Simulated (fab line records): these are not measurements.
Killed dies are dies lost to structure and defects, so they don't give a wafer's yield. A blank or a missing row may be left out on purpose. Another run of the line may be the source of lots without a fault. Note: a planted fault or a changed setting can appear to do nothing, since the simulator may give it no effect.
fab line records	flow n5_finfet
record lots=9	wafers=27	last_day=18
route steps=1938 shown FIN_CUT@178 STI_FIN_REVEAL@184 DUMMY_GATE@215 BEOL_M4@1111 PASSIVATION@1936
lots that met no fault: from a run of the same line without faults
start_h: hours from the record's opening day to when the first of the lot's shown wafers began	wait_h: hours elapsed since this lot's preceding step	" same as the row above	L1.1+2: a single row standing in for several wafers	- value missing, or start not given	* or withheld: withheld	< > ~ a bound
route shown NAME@n: NAME is a module with steps in the file, n the number in the route of the first one	usual: the fault-free wafers' mean and standard deviation	same: alike in all rows	chamber/n: place in a boat	sites: per-site readings	_std_site: standard deviation across them	_edge_site: outer sites' mean less inner sites'	radius_mm: for every site, how far away it sits from the centre of the wafer	mask NAME#n: copy n	behind: the most recent tool/chamber to have shaped the wafer	hold: why the lot was held/for how many hours/how that ended	device: the n, p or np transistor that did not switch	end of line: tests run on the same wafers once the route is complete	a step without rows: its recipe alone	killed: count of dies lost to structure and defects at first sort (not the wafer's yield)	map: a wafer's dies, x killed, . not, _ none there
set.NAME: the setting as run; set.NAME@STEP: as run at that earlier step	model.NAME: the simulator's own value behind a step, which no gauge read
a sample of lots followed through the steps of the route, with each step as a table and each wafer as a row
services: when a tool's chamber went out of use (start_h, in hours from the record's first day, below 0 if earlier), for how many hours, and the reason
## steps
# step N5_FIN_CUT_STRIP_22
# recipe chemistry=N2/H2	power_w=500	temp_c=40	pressure_mtorr=50	rf_frequency_hz=6e+07	overash_fraction=0.3	bias_power_w=8	h2_frac=0.5	n2_flow_sccm=300	h2_flow_sccm=300
# usual drypump_motor_current_A=5.7/0.42	oes_product_au=0.80/0.072	power_w=500.2/1.4	rf_vpp_V=54.4/2.4	showerhead_plenum_p_Torr=3.39/0.11	throttle_valve_pct=18.8/0.43
lot.wafer	tool	chamber	start_h	wait_h	drypump_motor_current_A	oes_product_au	power_w	rf_hours_counter_h	rf_vpp_V	showerhead_plenum_p_Torr	throttle_valve_pct
L110.2	rie_diel-03	3	51.43	0.0	5.1	0.90	497.2	46	56.3	3.55	19.0
L110.4	"	0	"	"	5.5	0.82	499.4	-	56.0	3.38	18.6
L110.5	"	3	"	"	5.1	0.89	498.8	-	54.8	3.55	19.0
L112.1	rie_diel-03	3	65.20	0.0	5.1	0.88	500.3	51	53.3	3.55	19.0
L112.3	"	0	"	"	5.5	0.78	500.4	126	55.3	3.38	18.6
L112.6	"	3	"	"	5.1	0.89	500.5	-	53.3	3.55	19.0
L116.1	rie_diel-03	0	87.78	0.1	5.5	0.79	501.4	134	55.4	3.38	18.6
L116.3	"	2	"	"	6.1	0.77	497.5	139	54.7	3.24	18.4
L116.6	"	1	"	"	5.4	0.96	497.9	-	55.4	3.28	18.2
L118.3	rie_diel-03	2	100.96	0.1	6.1	0.78	499.9	144	54.1	3.23	18.4
L118.4	"	1	"	"	5.4	0.94	499.2	12	54.5	3.27	18.2
L118.5	"	2	"	"	6.2	0.75	500.2	-	53.5	3.23	18.4
L120.1	rie_diel-06	2	112.36	0.1	6.1	0.80	501.8	89	57.5	3.40	19.5
L120.2	"	3	"	"	5.7	0.78	502.5	134	53.4	3.49	18.6
L120.5	"	2	"	"	6.1	0.81	501.4	-	53.2	3.40	19.5
L121.1	rie_diel-03	3	118.66	0.1	5.1	0.84	498.8	70	50.0	3.54	19.0
L121.3	"	0	"	"	5.5	0.78	501.5	144	58.7	3.37	18.6
L121.4	"	2	"	"	6.1	0.77	500.6	147	54.8	3.23	18.5
L123.3	rie_diel-05	2	129.61	0.0	4.8	0.88	500.5	32	51.7	3.42	18.3
L123.5	"	3	"	"	6.1	0.78	503.1	-	55.6	3.38	19.4
L123.6	"	0	"	"	5.6	0.73	500.8	-	51.0	3.33	18.9
L125.1	rie_diel-06	1	141.81	0.1	5.5	0.81	499.5	110	51.8	3.13	19.4
L125.4	"	2	"	"	6.1	0.79	500.0	100	57.8	3.40	19.5
L125.5	"	3	"	"	5.7	0.74	498.8	-	52.2	3.48	18.7
L128.1	rie_diel-06	1	159.83	0.1	5.5	0.77	501.4	114	56.3	3.13	19.5
L128.3	"	3	"	"	5.7	0.75	501.3	151	58.8	3.48	18.6
L128.5	"	3	"	"	5.7	0.77	498.0	-	50.3	3.48	18.6
# step N5_STI_FIN_REVEAL_ALD_14
# recipe material=Si3N4	target_thk_a=30	temp_c=400	ald_precursor_family=SiH2I2	ald_co_reactant=N2/H2-plasma	pressure_torr=2
# usual heater_power_w=857/70
lot.wafer	tool	chamber	start_h	wait_h	heater_power_w
L110.2	ald_sin-01	2	51.85	0.0	842
L110.4	"	0	"	"	967
L110.5	"	1	"	"	898
L112.1	ald_sin-02	2	65.59	0.0	911
L112.3	"	3	"	"	814
L112.6	"	3	"	"	808
L116.1	ald_sin-02	3	88.06	0.0	808
L116.3	"	0	"	"	995
L116.6	"	2	"	"	938
L118.3	ald_sin-03	1	101.20	0.0	786
L118.4	"	0	"	"	781
L118.5	"	2	"	"	830
L120.1	ald_sin-02	2	112.61	0.0	926
L120.2	"	0	"	"	961
L120.5	"	3	"	"	812
L121.1	ald_sin-01	0	119.15	0.0	951
L121.3	"	2	"	"	816
L121.4	"	3	"	"	802
L123.3	ald_sin-01	2	129.85	0.0	832
L123.5	"	1	"	"	892
L123.6	"	0	"	"	961
L125.1	ald_sin-03	1	142.06	0.0	823
L125.4	"	0	"	"	771
L125.5	"	3	"	"	790
L128.1	ald_sin-01	3	160.07	0.0	773
L128.3	"	2	"	"	829
L128.5	"	2	"	"	801
# step N5_STI_FIN_REVEAL_FIN_H_MEAS_10
# usual trench_depth_nm=51.8/0.77
lot.wafer	tool	chamber	start_h	wait_h	trench_depth_nm
L110.2	ocd-01	-	60.81	0.0	51.5
L110.4	"	-	"	"	51.2
L110.5	"	-	"	"	51.3
L112.1	ocd-01	-	74.14	0.0	51.2
L112.3	"	-	"	"	50.4
L112.6	"	-	"	"	50.0
L116.1	ocd-02	-	96.96	0.0	51.7
L116.3	"	-	"	"	51.6
L116.6	"	-	"	"	52.6
L118.3	ocd-01	-	110.93	0.0	51.5
L118.4	"	-	"	"	52.5
L118.5	"	-	"	"	51.1
L120.1	ocd-01	-	121.15	0.0	53.0
L120.2	"	-	"	"	52.4
L120.5	"	-	"	"	53.0
L121.1	ocd-02	-	128.37	0.0	53.3
L121.3	"	-	"	"	53.1
L121.4	"	-	"	"	52.9
L123.3	ocd-01	-	138.40	0.0	52.1
L123.5	"	-	"	"	51.8
L123.6	"	-	"	"	52.1
L125.1	ocd-02	-	150.58	0.0	50.9
L125.4	"	-	"	"	52.3
L125.5	"	-	"	"	50.8
L128.1	ocd-02	-	169.15	0.0	52.2
L128.3	"	-	"	"	51.9
L128.5	"	-	"	"	52.3
# step N5_DUMMY_GATE_CVD_03
# recipe material=a-Si	target_thk_a=1500	temp_c=530	precursor=SiH4	time_s=8042
# usual spike_tc_upper_C=529.3/1.2	zone_power_bottom_pct=11.1/0.51	zone_power_lower_pct=8.1/0.66
lot.wafer	tool	chamber	start_h	wait_h	spike_tc_upper_C	zone_power_bottom_pct	zone_power_lower_pct
L110.2	lpcvd-02	1/70	61.09	0.1	531.3	10.8	7.5
L110.4	"	1/79	"	"	531.3	10.8	7.5
L110.5	"	1/84	"	"	531.3	10.8	7.5
L112.1	lpcvd-02	1/90	74.42	0.1	531.0	10.7	7.5
L112.3	"	1/100	"	"	531.0	10.7	7.5
L112.6	"	1/114	"	"	531.0	10.7	7.5
L116.1	lpcvd-02	1/15	97.24	0.1	530.5	10.7	7.5
L116.3	"	1/25	"	"	530.5	10.7	7.5
L116.6	"	1/39	"	"	530.5	10.7	7.5
L118.3	lpcvd-02	0/75	111.79	0.1	528.5	11.7	8.9
L118.4	"	0/79	"	"	528.5	11.7	8.9
L118.5	"	0/84	"	"	528.5	11.7	8.9
L120.1	lpcvd-02	0/40	121.43	0.1	528.1	11.5	8.8
L120.2	"	0/45	"	"	528.1	11.5	8.8
L120.5	"	0/59	"	"	528.1	11.5	8.8
L121.1	lpcvd-02	0/65	128.66	0.1	527.7	11.7	8.8
L121.3	"	0/75	"	"	527.7	11.7	8.8
L121.4	"	0/79	"	"	527.7	11.7	8.8
L123.3	lpcvd-02	0/50	139.18	0.1	528.5	11.6	8.8
L123.5	"	0/59	"	"	528.5	11.6	8.8
L123.6	"	0/64	"	"	528.5	11.6	8.8
L125.1	lpcvd-01	0/65	151.95	1.1	528.7	10.5	7.4
L125.4	"	0/79	"	"	528.7	10.5	7.4
L125.5	"	0/84	"	"	528.7	10.5	7.4
L128.1	lpcvd-02	0/40	169.64	0.1	528.2	11.6	8.9
L128.3	"	0/50	"	"	528.2	11.6	8.9
L128.5	"	0/59	"	"	528.2	11.6	8.9
# step N5_DUMMY_GATE_CMP_04
# recipe material=a-Si	post_cmp_clean=alkaline_brush
# usual motor_current_A=10.4/0.89	slurry_flow_ml_min=150.1/0.51	time_to_endpoint_s=13.8/2.4
lot.wafer	tool	chamber	start_h	wait_h	motor_current_A	slurry_flow_ml_min	time_to_endpoint_s
L110.2	cmp-04	1	64.88	0.1	9.7	150.1	13.4
L110.4	"	3	"	"	9.7	149.5	15.3
L110.5	"	1	"	"	10.1	150.9	11.4
L112.3	cmp-02	0	79.98	0.0	9.7	150.0	6.6
L112.1	"	3	"	"	10.0	150.0	6.1
L112.6	"	1	"	"	9.6	149.5	8.6
L116.3	cmp-01	3	101.01	0.1	10.5	149.6	7.4
L116.1	"	0	"	"	12.4	149.9	7.1
L116.6	"	3	"	"	9.9	149.6	6.6
L118.3	cmp-04	2	115.52	0.0	10.7	149.4	13.3
L118.4	"	3	"	"	9.8	149.4	15.2
L118.5	"	2	"	"	10.5	150.6	16.2
L120.2	cmp-02	3	125.17	0.0	9.7	149.9	12.5
L120.1	"	1	"	"	10.4	151.2	19.7
L120.5	"	3	"	"	10.0	150.5	15.6
L121.1	cmp-04	1	132.43	0.1	10.0	149.5	12.8
L121.4	"	2	"	"	11.2	149.7	17.3
L121.3	"	3	"	"	10.2	149.7	15.0
L123.3	cmp-01	3	142.98	0.1	10.1	151.2	12.1
L123.5	"	1	"	"	10.7	150.2	17.2
L123.6	"	2	"	"	9.9	149.7	11.1
L125.1	cmp-04	3	155.76	0.1	10.0	149.5	12.3
L125.4	"	0	"	"	12.0	150.3	12.0
L125.5	"	1	"	"	9.7	150.3	9.1
L128.1	cmp-02	2	173.38	0.0	10.2	150.4	10.6
L128.3	"	0	"	"	9.9	149.7	13.2
L128.5	"	2	"	"	10.5	149.8	11.5
# step N5_BEOL_M4_RC_MEAS_101
# usual DIBL_N=36.7/1.8	DIBL_P=37.0/2.4	IOFF_N=0.17/0.036	IOFF_P=0.22/0.042	ION_N=673/12	ION_P=462/8.5	SS_N=71.7/0.62	SS_P=73.4/0.65	VT_N=250/3.7	VT_P=-250/3.7
lot.wafer	tool	chamber	start_h	wait_h	DIBL_N[mV/V]	DIBL_P[mV/V]	IOFF_N[nA/um]	IOFF_P[nA/um]	ION_N[uA/um]	ION_P[uA/um]	SS_N[mV/dec]	SS_P[mV/dec]	VT_N[mV]	VT_P[mV]
L110.2	prober-02	0	214.95	0.2	34.1	34.9	0.11	0.15	642	447	71.1	73.3	257	-253
L110.4	"	0	"	"	36.1	36.7	0.13	0.18	654	443	71.3	72.7	257	-252
L110.5	"	0	"	"	33.6	34.7	0.11	0.15	647	446	70.5	72.5	256	-255
L118.3	prober-01	0	262.71	0.3	36.3	38.6	0.17	0.25	680	468	71.7	74.3	246	-247
L118.4	"	0	"	"	31.7	31.5	0.10	0.15	651	457	69.3	72.0	256	-250
L118.5	"	0	"	"	38.1	40.0	0.20	0.28	668	464	72.6	74.5	248	-248
L121.1	prober-02	0	269.87	0.0	38.3	41.0	0.20	0.29	686	484	72.5	74.2	246	-244
L121.3	"	0	"	"	36.7	38.9	0.19	0.27	693	477	71.0	73.6	246	-244
L121.4	"	0	"	"	38.1	40.2	0.22	0.29	693	479	71.9	73.2	241	-246
L120.1	prober-01	0	280.22	0.0	36.7	38.6	0.16	0.23	667	458	71.5	74.3	250	-251
L120.2	"	0	"	"	35.1	35.9	0.14	0.18	662	453	72.0	74.2	252	-257
L120.5	"	0	"	"	37.1	38.7	0.19	0.23	691	466	71.7	74.5	245	-253
L123.3	prober-02	0	282.98	0.3	39.3	41.1	0.23	0.29	690	478	71.9	73.8	243	-244
L123.5	"	0	"	"	40.1	41.8	0.24	0.32	694	473	72.3	74.4	243	-242
L123.6	"	0	"	"	37.9	40.0	0.21	0.28	692	478	72.5	74.2	243	-242
L125.1	prober-02	0	300.73	0.0	39.0	38.1	0.20	0.21	679	459	72.0	72.6	248	-252
L125.4	"	0	"	"	38.3	37.9	0.18	0.22	678	469	72.0	73.0	247	-251
L125.5	"	0	"	"	39.3	38.2	0.21	0.22	677	456	72.1	73.0	248	-249
L128.1	prober-02	0	330.73	0.0	37.6	38.4	0.18	0.24	684	467	72.0	72.7	248	-250
L128.3	"	0	"	"	36.9	37.5	0.16	0.22	671	460	71.8	73.1	249	-254
L128.5	"	0	"	"	36.6	37.7	0.16	0.23	676	469	71.8	73.9	249	-251
# step N5_PASSIVATION_PROBE_49
# usual defect_limited_yield=91.1/1.4	killed_at_M0_to_M3=32/9.3	killed_at_M4_up=13/5.8	killed_at_contacts=12/6.3	killed_at_front_end=44/12	killed_at_other=3.6/2.7	killed_dies=104/17	killed_on_rim=14/3.9	killed_open=69/13	killed_short=34/6.9	sort_bin_5_function=5.2/0.98	sort_bin_6_memory=3.3/0.59	sort_bin_8_speed=0.01/0.039	sort_n_pass=1075/17	sort_yield_pct=91.1/1.4
# same gross_dies=1180	killed_at_back_side=0	sort_bin_4_leakage[%]=0
lot.wafer	tool	chamber	start_h	wait_h	defect_limited_yield[%]	killed_at_M0_to_M3	killed_at_M4_up	killed_at_contacts	killed_at_front_end	killed_at_other	killed_dies	killed_on_rim	killed_open	killed_short	sort_bin_5_function[%]	sort_bin_6_memory[%]	sort_bin_8_speed[%]	sort_n_pass	sort_yield_pct[%]
L112.1	prober-01	-	336.53	0.0	0	35	12	9	1122	2	1180	152	88	40	95.8	3.6	0	0	0
L112.3	prober-01	-	336.63	0.1	0	40	18	9	1109	4	1180	152	83	33	96.1	3.6	0	0	0
L112.6	prober-01	-	336.78	0.3	0	28	18	8	1123	3	1180	152	70	35	95.4	4.0	0	0	0
L116.1	prober-01	-	345.08	0.0	0	48	18	18	1095	1	1180	152	84	32	96.1	3.7	0	0	0
L116.3	prober-01	-	345.18	0.1	0	38	24	21	1096	1	1180	152	98	38	95.6	4.2	0	0	0
L116.6	prober-01	-	345.33	0.3	0	44	15	26	1095	0	1180	152	78	50	95.3	4.1	0	0	0
L121.1	prober-02	-	391.08	0.0	92.8	27	13	16	24	5	85	13	49	36	3.9	3.1	0	1095	92.8
L121.3	prober-02	-	391.18	0.1	92.1	28	10	11	44	0	93	14	48	45	5.1	2.6	0	1087	92.1
L121.4	prober-02	-	391.23	0.2	90.9	35	17	24	28	3	107	19	73	33	5.7	2.8	0	1073	90.9
# killed by level:class
L112.1 DUMMY_GATE:area_cvd=1051 FIN_SAQP:geometric_particle:open=18 STI_FIN_REVEAL:geometric_particle:open=16 FIN_SAQP:geometric_particle:short=13 BEOL_M1:geometric_particle:open=9 BEOL_M4:geometric_particle:open=9 MOL_CONTACT_COAG:geometric_particle:open=8 BEOL_M2:geometric_particle:short=7
L112.3 DUMMY_GATE:area_cvd=1062 STI_FIN_REVEAL:geometric_particle:open=23 BEOL_M0_SAQP:geometric_particle:short=11 BEOL_M4:geometric_particle:open=10 FIN_SAQP:geometric_particle:open=8 MOL_CONTACT_COAG:geometric_particle:open=8 BEOL_M1:geometric_particle:open=8 BEOL_M0_SAQP:geometric_particle:open=7
L112.6 DUMMY_GATE:area_cvd=1074 STI_FIN_REVEAL:geometric_particle:open=13 DUMMY_GATE:geometric_particle:open=11 BEOL_M2:geometric_particle:open=7 BEOL_M5:geometric_particle:open=7 GATE_CUT:geometric_particle:short=7 BEOL_M1:geometric_particle:open=6 MOL_CONTACT_COAG:geometric_particle:short=5
L116.1 DUMMY_GATE:area_cvd=1063 BEOL_M2:geometric_particle:open=23 MOL_CONTACT_COAG:geometric_particle:open=15 BEOL_M4:geometric_particle:open=12 BEOL_M0_SAQP:geometric_particle:open=10 BEOL_M0_SAQP:geometric_particle:short=10 FIN_SAQP:geometric_particle:open=7 FIN_SAQP:geometric_particle:short=6
L116.3 DUMMY_GATE:area_cvd=1044 BEOL_M2:geometric_particle:open=21 MOL_CONTACT_COAG:geometric_particle:open=17 STI_FIN_REVEAL:geometric_particle:open=12 BEOL_M4:geometric_particle:open=9 FIN_SAQP:geometric_particle:open=7 DUMMY_GATE:geometric_particle:open=6 BEOL_M0_SAQP:geometric_particle:short=6
L116.6 DUMMY_GATE:area_cvd=1052 BEOL_M2:geometric_particle:open=20 MOL_CONTACT_COAG:geometric_particle:open=17 BEOL_M1:geometric_particle:short=10 MOL_CONTACT_COAG:geometric_particle:short=9 FIN_SAQP:geometric_particle:short=8 STI_FIN_REVEAL:geometric_particle:open=7 BEOL_M4:geometric_particle:open=7
L121.1 MOL_CONTACT_COAG:geometric_particle:open=10 BEOL_M2:geometric_particle:open=7 MOL_CONTACT_COAG:geometric_particle:short=6 BEOL_M0_SAQP:geometric_particle:open=6 FIN_SAQP:geometric_particle:open=4 STI_FIN_REVEAL:geometric_particle:open=4 DUMMY_GATE:geometric_particle:short=4 GATE_CUT:geometric_particle:short=4
L121.3 FIN_SAQP:geometric_particle:short=15 BEOL_M0_SAQP:geometric_particle:short=11 BEOL_M2:geometric_particle:open=10 MOL_CONTACT_COAG:geometric_particle:open=8 FIN_SAQP:geometric_particle:open=5 GATE_CUT:geometric_particle:short=5 DUMMY_GATE:geometric_particle:open=4 BEOL_M0_SAQP:geometric_particle:open=4
L121.4 MOL_CONTACT_COAG:geometric_particle:open=19 BEOL_M0_SAQP:geometric_particle:short=18 BEOL_M4:geometric_particle:open=10 FIN_SAQP:geometric_particle:open=8 BEOL_M0_SAQP:geometric_particle:open=8 STI_FIN_REVEAL:geometric_particle:open=5 MOL_CONTACT_COAG:geometric_particle:short=5 BEOL_M2:geometric_particle:open=4
## services
tool	chamber	start_h	hours	kind
ald_sin-02	-	28.64	12.0	repair
cmp-02	-	31.20	0.6	repair
rie_diel-06	2	32.85	16.9	repair
cmp-04	-	36.42	4.5	pm
ald_sin-01	3	41.87	10.9	repair
cmp-01	-	45.35	4.0	repair
cmp-02	-	52.54	1.1	repair
cmp-02	-	54.17	0.5	repair
rie_diel-06	1	68.99	2.8	repair
rie_diel-06	1	75.09	4.7	repair
ald_sin-01	-	85.25	14.0	pm
ald_sin-02	1	85.55	8.5	repair
cmp-04	-	94.88	1.7	repair
cmp-02	-	96.15	0.2	repair
rie_diel-06	1	99.01	14.3	repair
rie_diel-03	2	102.53	7.6	repair
cmp-02	-	112.12	4.4	pm
ald_sin-02	-	122.03	1.1	repair
cmp-04	-	141.14	4.0	pm
rie_diel-06	1	142.70	5.8	repair
ald_sin-02	-	148.80	0.9	repair
cmp-02	-	150.48	1.0	repair
rie_diel-06	2	160.23	3.0	repair
lpcvd-02	-	164.97	2.8	pm
## key
first_sign step=N5_DUMMY_GATE_CMP_04	reading=time_to_endpoint_s	direction=down	sigmas=2.8	usual=*	struck=*
effect step=N5_PASSIVATION_PROBE_49	reading=sort_bin_5_function	direction=up	sigmas=92	usual=5.2	struck=95.7
more_kills_born_at N5_DUMMY_GATE_CVD_03@lpcvd-02=6346
met_at N5_DUMMY_GATE_CVD_03
struck_lots L112,L116
struck_wafers L112.1,L112.3,L112.6,L116.1,L116.3,L116.6
later_rows_left_out L112.1,L112.3,L112.6,L116.1,L116.3,L116.6
not_acting_at N5_FIN_CUT_STRIP_22,N5_STI_FIN_REVEAL_ALD_14,N5_STI_FIN_REVEAL_FIN_H_MEAS_10
onset_between 61.09 74.42
earlier_fault kind=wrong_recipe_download	tool=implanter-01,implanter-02	chamber=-	onset_h=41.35	steps=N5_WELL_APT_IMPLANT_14	wrong_recipe.not_listed=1
fault kind=process_parameter_drift	tool=lpcvd-02	chamber=1	onset_h=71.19	steps=N5_DUMMY_GATE_CVD_03	channel=time_s	offset=*	shape=step	acts_in=*	stated=*
# later_rows_left_out: the simulator's readings of these wafers behind a module that went badly wrong aren't trusted and aren't shown, but for the sort
